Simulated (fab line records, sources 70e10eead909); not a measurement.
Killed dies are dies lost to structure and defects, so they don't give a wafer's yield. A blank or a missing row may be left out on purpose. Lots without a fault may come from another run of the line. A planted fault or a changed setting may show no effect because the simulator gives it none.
One fault seen from 3 desks | flow nand_harc | each desk has only its own numbers; what lay behind them comes last

THE TOOL OWNER'S DESK: rie_diel-13
The tool's own readings at NHARC_P_M2_ETCH_28 (etches the open film in CF4/N2, target depth 30 nm, time 72.99 s): means of the sampled wafers that have a number, for each lot that ran on this tool. A lot is out of limits, marked OUT, if its mean lies more than 4 standard deviations from the usual mean; the brackets give that distance.
Columns: A = drypump_motor_current_A at NHARC_P_M2_ETCH_28, usual 5.7 A; B = oes_product_au at NHARC_P_M2_ETCH_28, usual 1.000 a.u.; C = rf_vpp_V at NHARC_P_M2_ETCH_28, usual 314.9 V; D = showerhead_plenum_p_Torr at NHARC_P_M2_ETCH_28, usual 2.67 Torr; E = throttle_valve_pct at NHARC_P_M2_ETCH_28, usual 19.793 %
lot  | first seen here | A   | B                | C     | D    | E
L468 | day 12 15:37    | 5.6 | 1.001            | 316.3 | 2.73 | 19.788
L471 | day 13 13:58    | 5.2 | 0.899 (-13) OUT  | 316.5 | 2.76 | 19.795
L473 | day 14 12:38    | 5.6 | 0.928 (-9.5) OUT | 315.1 | 2.69 | 19.794
This desk's finding: out of limits on L471, L473; first on L471, day 13 13:58 (oes_product_au at NHARC_P_M2_ETCH_28). In limits: L468.

THE METROLOGY DESK
What the gauges read, lot by lot, whatever tool the lot ran on: means of the sampled wafers that have a number. A lot is out of limits, marked OUT, if its mean lies more than 4 standard deviations from the usual mean; the brackets give that distance.
Columns: A = cd_nm at NHARC_P_M2_CD_MEAS_09, usual 169.9 nm; B = overlay_x_nm at NHARC_P_M2_OVL_MEAS_10, usual -0.2 nm; C = overlay_y_nm at NHARC_P_M2_OVL_MEAS_10, usual -0.3 nm; D = cd_nm at NHARC_P_M2_CD_MEAS_16, usual 169.8 nm
lot  | first seen here | A     | B    | C    | D
L466 | day 11 13:30    | 170.3 | 0.5  | -0.1 | 170.2
L468 | day 12 14:49    | 170.0 | 1.7  | -0.6 | 169.9
L471 | day 13 13:07    | 170.0 | -0.6 | -0.8 | 169.8
L474 | day 14 11:01    | 169.4 | 0.5  | 0.3  | 169.0
L473 | day 14 11:49    | 170.4 | -0.3 | 0.6  | 171.1
L477 | day 16 01:58    | 169.5 | 0.1  | 1.7  | 169.2
This desk's finding: nothing out of limits on any of the 6 lots.

THE DEFECT DESK
What the inspections along the route counted, lot by lot: means of the sampled wafers that have a number. A lot is out of limits, marked OUT, if its mean lies more than 4 standard deviations from the usual mean; the brackets give that distance.
Columns: A = raw_defect_count at NHARC_P_M2_INSPECT_11, usual 4.9
lot  | first seen here | A
L466 | day 11 13:37    | 4.3
L468 | day 12 14:56    | 7.3
L471 | day 13 13:14    | 4.3
L474 | day 14 11:08    | 4.7
L473 | day 14 11:56    | 6.5
L477 | day 16 02:05    | 2.7
This desk's finding: nothing out of limits on any of the 6 lots.

PUT TOGETHER
The tool owner's desk could have raised an alarm at day 13 13:58, on L471, L473.
The metrology desk saw nothing out of limits.
The defect desk saw nothing out of limits.
The metrology desk has L471, L473 on record, within its limits.
The defect desk has L471, L473 on record, within its limits.
Of the lots named, all ran NHARC_P_M2_ETCH_28 on rie_diel-13.

WHAT THE SIMULATOR HAD PUT IN
Process parameter drift: rie_diel-13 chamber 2, from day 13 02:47 on, at NHARC_P_M2_ETCH_28. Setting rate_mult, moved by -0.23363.
Lots struck among those shown: L471, L473.
Hours from the fault's start to each desk's first reading out of limits: the tool owner's desk, 11.
